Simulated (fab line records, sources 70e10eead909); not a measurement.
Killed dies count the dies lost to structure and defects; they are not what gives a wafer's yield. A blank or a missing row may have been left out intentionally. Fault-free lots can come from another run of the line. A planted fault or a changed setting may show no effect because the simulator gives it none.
Chamber matching	flow nand-harc	pecvd-04 running NHARC_A_STAIRCASE_DEP_280: 3 sister chambers
The step deposits SiON, target thk 30 nm. 3 wafers are shown with their chamber, then 11 later ones without.

## WAFERS PAIRED WITH THEIR CHAMBERS
wafer	chamber	heater-power-w (W)
L089.3	0	733
L089.5	2	687
L091.1	1	668

## WAFERS WITH NO CHAMBER GIVEN
wafer	heater-power-w (W)
L091.2	711
L091.4	722
L092.1	747
L092.3	750
L092.5	727
L096.2	753
L096.5	782
L096.6	747
L097.2	765
L097.3	739
L097.5	775

## WHICH CHAMBER EACH ONE RAN IN
wafer	from the rows above	in truth
L091.2	can't be placed: 0 or 2 or 1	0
L091.4	can't be placed: 0 or 2 or 1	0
L092.1	can't be placed: 0 or 2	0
L092.3	can't be placed: 0 or 2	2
L092.5	can't be placed: 0 or 2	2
L096.2	can't be placed: 0 or 2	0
L096.5	can't be placed: 0 or 2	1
L096.6	can't be placed: 0 or 2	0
L097.2	can't be placed: 0 or 2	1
L097.3	can't be placed: 0 or 2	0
L097.5	can't be placed: 0 or 2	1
Placed correctly: 0 of 11. These rows do not allow placing 11 (true chamber among the candidates in 8). 0 placed wrongly.
How it was worked out, from the rows above alone: a wafer's distance from a chamber is the root of the sum, over the readings, of the square of ((its reading less the chamber's mean) divided by the reading's scatter). The wafer belongs to the nearest chamber; if the next one is less than 2 further off, it can't be placed. The mean given for a chamber averages the wafers shown for that chamber. The scatter: root of mean squared gap, hidden wafer to nearest shown wafer, with one shown wafer a chamber.
